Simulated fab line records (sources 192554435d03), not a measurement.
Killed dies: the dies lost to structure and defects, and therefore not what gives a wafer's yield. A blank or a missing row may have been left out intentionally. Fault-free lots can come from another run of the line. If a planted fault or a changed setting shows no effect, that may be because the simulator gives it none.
fab line records	flow n5_finfet	part 2 of 2: steps 5 to 6 of 6
record: lots: 22	wafers: 66	last_day: 18
route steps=1938 shown BEOL_M10@1511 BEOL_M11@1536
lots with no fault: from the same line, run without faults
start_h: hours from the record's first day to the start of the lot's first wafer shown	wait_h: hours since the lot's step before	" identical to the entry in the row above	L1.1+2: a row that stands for several wafers	- no value, or no start given	* or withheld: withheld	< > ~ a bound
route shown NAME@n: a module of which the file shows steps, and the number in the route of the first	usual: the fault-free wafers' mean and standard deviation	same: alike in all rows	chamber/n: place in a boat	sites: readings site by site	_std_site: standard deviation across them	_edge_site: the outer-site mean with the inner-site mean subtracted	radius_mm: how far each site lies from the wafer's centre	mask NAME#n: copy n	behind: the tool/chamber that last shaped the wafer	hold: cause of the lot's hold/its duration in hours/its outcome	device: the transistor (n, p or np) that didn't switch	end of line: the route-end tests of the same wafers	a step given without rows: its recipe and nothing more	killed: count of dies lost to structure and defects at first sort (not the wafer's yield)	map: a wafer's dies, x killed, . not, _ none there
set.NAME: the setting that was run; set.NAME@STEP: the one run at that earlier step	model.NAME: the simulator's own value behind a step, which no gauge read
one table for each step of the route and one row for each wafer, over a sample of lots
services: from which hour (start_h, from the record's first day; less than 0 if before it) a tool's chamber was out of use, for how many hours, and why
== steps ==
step: N5_BEOL_M11_ILD_DEP_00
recipe: material: SiCOH_lowk	target_thk_a: 3085.1	temp_c: 300	precursor: DEMS/porogen	pressure_torr: 5	rf_w: 500	time_s: 58
usual: heater_power_w: 307/45	rf_fwd_power_W: 497.1/1.6	showerhead_plenum_p_Torr: 5.735/0.017	showerhead_vpp_V: 1382/48	throttle_valve_pct: 14.0/0.7
lot.wafer	tool	chamber	start_h	wait_h	heater_power_w	rf_fwd_power_W	showerhead_plenum_p_Torr	showerhead_vpp_V	throttle_valve_pct
L074.1	pecvd-04	2	221.33	0.0	292	498.3	5.717	1368	12.8
L074.4	"	1	"	"	289	496.2	5.722	1294	14.5
L074.5	"	0	"	"	335	499.7	5.736	1444	13.8
L075.2	pecvd-02	1	227.24	0.0	239	496.3	5.733	1467	13.6
L075.3	"	0	"	"	302	500.6	5.755	1402	15.1
L075.6	"	1	"	"	248	498.1	5.717	1460	13.5
L076.2	pecvd-02	1	238.13	0.0	279	496.7	5.713	1459	13.4
L076.4	"	0	"	"	298	496.4	5.758	1414	15.2
L076.6	"	2	"	"	248	495.3	5.709	1367	13.0
L077.2	pecvd-04	1	238.94	0.0	313	497.4	5.732	1294	14.6
L077.3	"	2	"	"	273	500.2	5.721	1373	12.9
L077.5	"	2	"	"	293	500.3	5.721	1392	12.9
L078.2	pecvd-01	1	241.67	0.0	392	497.1	5.732	1411	14.8
L078.3	"	0	"	"	299	497.0	5.745	1362	14.4
L078.4	"	0	"	"	303	496.9	5.736	1351	14.3
L081.3	pecvd-01	1	259.49	0.0	378	495.7	5.744	1420	14.6
L081.4	"	1	"	"	386	498.1	5.756	1432	14.5
L081.6	"	2	"	"	368	496.1	5.733	1358	14.2
L080.2	pecvd-04	1	264.16	0.0	281	498.6	5.748	1322	14.5
L080.3	"	0	"	"	338	497.1	5.748	1445	13.8
L080.4	"	1	"	"	298	497.8	5.741	1306	14.2
L082.1	pecvd-04	1	268.60	0.0	314	496.2	5.756	1329	14.5
L082.5	"	2	"	"	336	499.2	5.730	1379	13.0
L082.6	"	0	"	"	324	498.5	5.746	1418	13.8
L083.2	pecvd-02	0	272.98	0.0	328	498.1	5.750	1433	14.9
L083.4	"	1	"	"	267	496.4	5.737	1460	13.4
L083.5	"	0	"	"	336	496.5	5.740	1459	15.1
L084.1	pecvd-02	2	281.51	0.0	249	497.7	5.733	1357	13.1
L084.5	"	2	"	"	248	496.8	5.708	1345	13.2
L084.6	"	1	"	"	247	499.1	5.732	1441	13.5
L086.1	pecvd-04	0	297.95	0.0	295	499.1	5.762	1431	13.7
L086.5	"	1	"	"	274	500.2	5.748	1299	14.4
L086.6	"	2	"	"	317	496.6	5.722	1358	13.1
L085.2	pecvd-01	0	300.94	0.0	279	493.9	5.728	1362	14.2
L085.3	"	1	"	"	408	495.7	5.746	1406	14.6
L085.4	"	1	"	"	415	495.1	5.751	1412	14.6
L089.1	pecvd-01	0	305.53	0.0	284	496.4	5.751	1352	14.5
L089.2	"	1	"	"	345	497.4	5.762	1414	14.7
L089.3	"	2	"	"	368	497.7	5.717	1362	14.2
L087.2	pecvd-04	2	307.46	0.0	286	500.1	5.721	1343	13.0
L087.4	"	0	"	"	327	496.5	5.746	1425	13.8
L087.6	"	2	"	"	291	499.2	5.707	1374	13.1
L090.2	pecvd-01	1	323.78	0.0	425	495.8	5.732	1427	14.8
L090.3	"	2	"	"	360	496.5	5.716	1358	14.0
L090.4	"	2	"	"	291	495.5	5.722	1361	14.4
L093.1	pecvd-02	1	327.44	0.0	254	497.6	5.726	1468	13.3
L093.2	"	0	"	"	306	495.8	5.754	1433	15.2
L093.5	"	1	"	"	257	497.4	5.713	1477	13.6
L091.2	pecvd-04	0	327.98	0.0	322	498.4	5.766	1426	13.7
L091.3	"	1	"	"	305	495.1	5.727	1308	14.4
L091.5	"	2	"	"	327	498.0	5.711	1360	13.2
L092.2	pecvd-04	2	334.19	0.0	324	497.5	5.717	1356	13.1
L092.4	"	1	"	"	286	495.9	5.751	1287	14.6
L092.6	"	0	"	"	309	496.6	5.734	1401	13.7
L094.2	pecvd-04	2	335.06	0.0	346	496.5	5.717	1350	13.0
L094.3	"	1	"	"	328	496.4	5.757	1311	14.4
L094.4	"	2	"	"	258	496.9	5.711	1385	12.8
L095.1	pecvd-01	0	358.57	0.0	330	495.4	5.751	1351	14.4
L095.3	"	1	"	"	412	495.5	5.743	1397	14.8
L095.5	"	2	"	"	364	496.0	5.723	1348	14.5
L097.2	pecvd-02	1	361.29	0.0	297	497.1	5.725	1437	13.6
L097.3	"	2	"	"	205	497.1	5.705	1374	13.3
L097.5	"	0	"	"	287	495.5	5.766	1423	15.2
L096.1	pecvd-01	2	362.70	0.0	350	498.9	5.732	1364	14.2
L096.3	"	0	"	"	314	496.4	5.756	1334	14.3
L096.5	"	1	"	"	421	495.2	5.743	1428	15.1
step: N5_BEOL_M11_HM_OPEN_17
recipe: chemistry: Cl2/BCl3	target_depth_a: 200	overetch_a: 60	target: TiN	mask_material: SOC	ion_energy_ev: 150	pressure_mtorr: 10	icp_w: 1000	bias_w: 126	Cl2_flow_sccm: 53.25	bcl3_flow_sccm: 21.75	Ar_flow_sccm: 25
usual: drypump_motor_current_A: 5.7/0.42	oes_product_au: 0.66/0.062	rf_fwd_power_W: 993.0/2.8	throttle_valve_pct: 22.29/0.21
lot.wafer	tool	chamber	start_h	wait_h	drypump_motor_current_A	oes_product_au	rf_fwd_power_W	rf_hours_counter_h	throttle_valve_pct
L074.1	rie_metal-02	1	224.56	0.0	6.3	0.71	991.1	25	21.97
L074.4	"	1	"	"	6.4	0.70	990.5	-	21.96
L074.5	"	1	"	"	6.3	0.69	994.1	-	21.97
L075.2	rie_metal-02	0	229.42	0.0	5.1	0.71	993.9	21	21.96
L075.3	"	1	"	"	6.4	0.70	991.2	-	21.95
L075.6	"	1	"	"	6.3	0.70	989.4	-	21.95
L076.2	rie_metal-01	0	242.35	0.0	5.2	0.77	997.1	7	22.45
L076.4	"	1	"	"	5.7	0.57	995.6	-	22.40
L076.6	"	0	"	"	5.2	0.77	992.9	-	22.47
L077.2	rie_metal-03	0	242.56	0.0	5.5	0.63	990.8	58	22.32
L077.3	"	0	"	"	5.5	0.62	986.9	-	22.34
L077.5	"	1	"	"	6.0	0.70	991.3	-	22.49
L078.2	rie_metal-03	1	244.90	0.0	6.0	0.71	996.1	29	22.49
L078.3	"	1	"	"	6.0	0.70	994.5	-	22.49
L078.4	"	0	"	"	5.5	0.63	984.3	-	22.34
L081.3	rie_metal-01	1	261.70	0.1	5.7	0.58	993.1	-	22.40
L081.4	"	0	"	"	5.1	0.77	993.2	-	22.46
L081.6	"	0	"	"	5.2	0.77	995.1	-	22.44
L080.2	rie_metal-01	1	267.56	0.1	5.7	0.57	997.7	-	22.40
L080.3	"	1	"	"	5.8	0.58	992.3	-	22.39
L080.4	"	1	"	"	5.8	0.57	988.8	-	22.40
L082.1	rie_metal-01	1	271.15	0.0	5.8	0.58	999.2	92	22.41
L082.5	"	1	"	"	5.7	0.58	992.6	-	22.39
L082.6	"	1	"	"	5.7	0.58	994.9	-	22.39
L083.2	rie_metal-03	1	276.37	0.0	6.0	0.68	991.8	33	22.51
L083.4	"	1	"	"	6.0	0.68	991.9	-	22.50
L083.5	"	1	"	"	6.0	0.69	990.4	-	22.50
L084.1	rie_metal-03	0	285.02	0.0	5.5	0.62	987.9	63	22.30
L084.5	"	1	"	"	6.0	0.69	994.4	-	22.50
L084.6	"	0	"	"	5.5	0.63	993.7	-	22.32
L086.1	rie_metal-03	1	299.80	0.0	6.0	0.68	991.1	34	22.49
L086.5	"	0	"	"	5.5	0.62	991.3	-	22.32
L086.6	"	1	"	"	6.0	0.69	986.7	-	22.50
L085.2	rie_metal-02	1	304.02	0.0	6.3	0.67	988.7	32	21.96
L085.3	"	1	"	"	6.3	0.69	991.7	-	21.97
L085.4	"	0	"	"	5.2	0.70	991.0	-	21.99
L089.1	rie_metal-03	1	307.54	0.0	6.0	0.68	992.8	35	22.52
L089.2	"	0	"	"	5.5	0.61	992.7	64	22.35
L089.3	"	1	"	"	6.0	0.68	989.0	-	22.51
L087.2	rie_metal-02	0	309.97	0.0	5.1	0.69	993.7	29	21.98
L087.4	"	1	"	"	6.3	0.68	993.0	-	21.97
L087.6	"	1	"	"	6.3	0.68	994.0	-	21.98
L090.2	rie_metal-02	0	326.20	0.0	5.2	0.70	995.0	30	21.99
L090.3	"	0	"	"	5.1	0.70	992.3	-	21.98
L090.4	"	1	"	"	6.3	0.68	996.7	-	22.01
L093.1	rie_metal-02	1	330.85	0.0	6.3	0.67	990.4	34	21.98
L093.2	"	0	"	"	5.2	0.70	998.6	30	21.98
L093.5	"	0	"	"	5.2	0.69	995.2	-	21.98
L091.2	rie_metal-01	0	330.94	0.0	5.2	0.75	993.7	14	22.48
L091.3	"	1	"	"	5.8	0.57	990.9	-	22.41
L091.5	"	1	"	"	5.8	0.57	990.6	-	22.42
L092.2	rie_metal-01	0	335.93	0.0	5.1	0.74	996.0	15	22.46
L092.4	"	0	"	"	5.2	0.74	991.2	-	22.45
L092.6	"	0	"	"	5.2	0.74	991.6	-	22.47
L094.2	rie_metal-01	1	338.01	0.0	5.7	0.56	993.9	99	22.42
L094.3	"	0	"	"	5.1	0.74	990.0	-	22.46
L094.4	"	1	"	"	5.7	0.56	995.0	-	22.42
L095.1	rie_metal-01	1	360.52	0.0	5.7	0.55	998.8	101	22.43
L095.3	"	0	"	"	5.2	0.73	998.0	-	22.46
L095.5	"	0	"	"	5.1	0.74	997.7	-	22.46
L097.2	rie_metal-01	1	363.32	0.0	5.7	0.55	993.9	102	22.42
L097.3	"	0	"	"	5.2	0.72	998.4	-	22.48
L097.5	"	1	"	"	5.7	0.56	994.0	-	22.43
L096.1	rie_metal-03	0	369.25	0.0	5.5	0.60	1000.5	70	22.34
L096.3	"	1	"	"	6.0	0.67	994.1	-	22.54
L096.5	"	1	"	"	6.0	0.67	993.0	-	22.51
== services ==
tool	chamber	start_h	hours	kind
rie_diel-05	3	202.56	13.1	repair
rie_metal-03	0	215.64	3.2	repair
pecvd-04	-	221.49	0.8	repair
rie_metal-02	0	223.35	4.1	repair
rie_metal-03	0	224.56	9.9	repair
pecvd-04	-	225.70	4.3	pm
rie_metal-02	0	258.04	13.5	repair
rie_metal-01	0	262.30	15.0	repair
rie_metal-02	1	266.37	16.0	repair
rie_metal-03	-	271.82	0.6	repair
pvd_sputter-01	-	281.97	1.4	repair
rie_diel-03	2	282.26	6.2	repair
rie_metal-02	-	290.29	1.9	repair
rie_diel-05	3	297.86	-	clean
rie_diel-04	1	301.83	9.3	repair
rie_diel-05	0	311.43	10.0	repair
rie_diel-05	1	312.06	1.9	repair
pvd_sputter-01	-	327.03	2.4	repair
rie_diel-04	3	343.89	10.1	repair
rie_diel-04	1	354.22	-	clean
rie_diel-04	1	354.22	-	consumable_replace:focus_ring
rie_diel-04	1	354.22	21.4	scheduled_down
rie_diel-04	1	354.22	21.4	vent_cycle
rie_diel-03	2	363.57	10.7	repair
